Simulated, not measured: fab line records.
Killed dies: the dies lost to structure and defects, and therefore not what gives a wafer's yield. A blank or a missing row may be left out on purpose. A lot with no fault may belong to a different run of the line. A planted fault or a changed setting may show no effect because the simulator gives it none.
Chamber matching / flow n5_finfet / N5_GATE_CUT_CMP_43 on cmp-02 has 4 sister chambers
The step polishes SiO2. 14 wafers are shown with their chamber, then 7 later ones without.

## EACH WAFER AND ITS CHAMBER
wafer=L082.1; chamber=3; motor_current_A (A)=11.9; slurry_flow_ml_min=150.1; slurry_filter_dp_kPa (kPa)=13.63
wafer=L082.2; chamber=1; motor_current_A (A)=10.3; slurry_flow_ml_min=149.8; slurry_filter_dp_kPa (kPa)=13.44
wafer=L082.4; chamber=0; motor_current_A (A)=12.5; slurry_flow_ml_min=149.4; slurry_filter_dp_kPa (kPa)=13.53
wafer=L084.3; chamber=3; motor_current_A (A)=12.0; slurry_flow_ml_min=149.5; slurry_filter_dp_kPa (kPa)=13.42
wafer=L084.4; chamber=2; motor_current_A (A)=11.0; slurry_flow_ml_min=150.4; slurry_filter_dp_kPa (kPa)=13.37
wafer=L084.6; chamber=1; motor_current_A (A)=10.2; slurry_flow_ml_min=150.0; slurry_filter_dp_kPa (kPa)=13.65
wafer=L088.1; chamber=1; motor_current_A (A)=10.8; slurry_flow_ml_min=150.2; slurry_filter_dp_kPa (kPa)=13.58
wafer=L088.3; chamber=2; motor_current_A (A)=11.4; slurry_flow_ml_min=150.5; slurry_filter_dp_kPa (kPa)=13.45
wafer=L088.4; chamber=3; motor_current_A (A)=12.0; slurry_flow_ml_min=149.7; slurry_filter_dp_kPa (kPa)=13.24
wafer=L089.2; chamber=3; motor_current_A (A)=12.8; slurry_flow_ml_min=150.0; slurry_filter_dp_kPa (kPa)=13.46
wafer=L089.4; chamber=1; motor_current_A (A)=10.4; slurry_flow_ml_min=150.3; slurry_filter_dp_kPa (kPa)=13.59
wafer=L089.5; chamber=2; motor_current_A (A)=11.0; slurry_flow_ml_min=150.4; slurry_filter_dp_kPa (kPa)=13.61
wafer=L091.3; chamber=3; motor_current_A (A)=12.1; slurry_flow_ml_min=150.2; slurry_filter_dp_kPa (kPa)=13.45
wafer=L091.5; chamber=3; motor_current_A (A)=12.5; slurry_flow_ml_min=150.5; slurry_filter_dp_kPa (kPa)=13.62

SIGNATURES (means of the wafers above)
reading=motor_current_A; chamber 0=12.500; chamber 1=10.425; chamber 2=11.133; chamber 3=12.217; scatter within a chamber=0.307
reading=slurry_flow_ml_min; chamber 0=149.400; chamber 1=150.075; chamber 2=150.433; chamber 3=150.000; scatter within a chamber=0.282
reading=slurry_filter_dp_kPa; chamber 0=13.5300; chamber 1=13.5650; chamber 2=13.4767; chamber 3=13.4700; scatter within a chamber=0.126
Rule: a wafer lies at a distance from a chamber equal to the root of the sum of squares, over the readings, of (its reading less the chamber's mean, divided by the reading's scatter). The wafer belongs to the nearest chamber; if the next one is less than 2 further off, it can't be placed. The scatter: the root of (the sum of the squares of (reading less its chamber's mean) over the shown wafers, divided by (wafers less chambers)).

## WAFERS WITHOUT THEIR CHAMBER
wafer=L091.6; motor_current_A (A)=11.6; slurry_flow_ml_min=149.7; slurry_filter_dp_kPa (kPa)=13.62
wafer=L096.1; motor_current_A (A)=11.3; slurry_flow_ml_min=151.2; slurry_filter_dp_kPa (kPa)=13.48
wafer=L096.4; motor_current_A (A)=10.0; slurry_flow_ml_min=149.6; slurry_filter_dp_kPa (kPa)=13.37
wafer=L096.5; motor_current_A (A)=10.2; slurry_flow_ml_min=149.9; slurry_filter_dp_kPa (kPa)=13.59
wafer=L097.1; motor_current_A (A)=11.4; slurry_flow_ml_min=150.0; slurry_filter_dp_kPa (kPa)=13.48
wafer=L097.3; motor_current_A (A)=11.7; slurry_flow_ml_min=149.7; slurry_filter_dp_kPa (kPa)=13.38
wafer=L097.6; motor_current_A (A)=12.2; slurry_flow_ml_min=149.4; slurry_filter_dp_kPa (kPa)=13.50

## WHICH CHAMBER EACH WENT THROUGH
wafer=L091.6; from the rows above=can't be placed: 3 or 0 or 2 or 1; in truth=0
wafer=L096.1; from the rows above=2; in truth=2
wafer=L096.4; from the rows above=1; in truth=1
wafer=L096.5; from the rows above=1; in truth=1
wafer=L097.1; from the rows above=can't be placed: 2 or 3 or 1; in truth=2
wafer=L097.3; from the rows above=can't be placed: 3 or 0 or 2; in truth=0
wafer=L097.6; from the rows above=can't be placed: 0 or 3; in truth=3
Correct placement for 3 of the 7. Cannot be placed on the basis of these rows: 4; the candidates contain the true chamber in 4. Wrongly placed: 0.
